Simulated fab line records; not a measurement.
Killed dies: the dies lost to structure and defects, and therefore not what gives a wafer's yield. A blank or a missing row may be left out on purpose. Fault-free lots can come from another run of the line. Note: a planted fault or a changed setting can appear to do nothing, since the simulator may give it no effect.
Chamber matching + flow nandHarc + 3 sister chambers for NHARC_THIN_TSV_DEP_43 on pecvd-04
The step deposits SiO2, target thk 1328.5 nm. 3 wafers are shown with their chamber, then 7 later ones without.

== WAFERS WITH THEIR CHAMBER ==
| wafer  | chamber | throttleValvePct (%) |
|--------|---------|----------------------|
| L460.5 | 2       | 16.2                 |
| L473.2 | 1       | 15.3                 |
| L473.3 | 0       | 15.8                 |

== WAFERS WITH NO CHAMBER GIVEN ==
| wafer  | throttleValvePct (%) |
|--------|----------------------|
| L473.5 | 16.2                 |
| L475.1 | 15.7                 |
| L475.4 | 16.2                 |
| L475.6 | 15.3                 |
| L476.2 | 15.5                 |
| L476.3 | 15.8                 |
| L476.4 | 16.0                 |

== CHAMBER TAKEN BY EACH ==
| wafer  | from the rows above     | in truth |
|--------|-------------------------|----------|
| L473.5 | 2                       | 2        |
| L475.1 | 0                       | 0        |
| L475.4 | 2                       | 2        |
| L475.6 | 1                       | 1        |
| L476.2 | can't be placed: 1 or 0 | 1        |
| L476.3 | 0                       | 0        |
| L476.4 | can't be placed: 0 or 2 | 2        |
Correct placement for 5 of the 7. From these rows, 2 cannot be placed; in 2 the true chamber is one of the candidates. Placed wrongly: 0.
How it was worked out, from the rows above alone: a wafer's distance from a chamber is the root of the sum, over the readings, of the square of ((its reading less the chamber's mean) divided by the reading's scatter). If the next closest chamber is less than 2 further off than the closest, the wafer can't be placed; otherwise it belongs to the closest. The mean given for a chamber averages the wafers shown for that chamber. The scatter (one wafer shown for each chamber): square how far every hidden wafer sits from the nearest shown wafer, average those squares and take the square root.
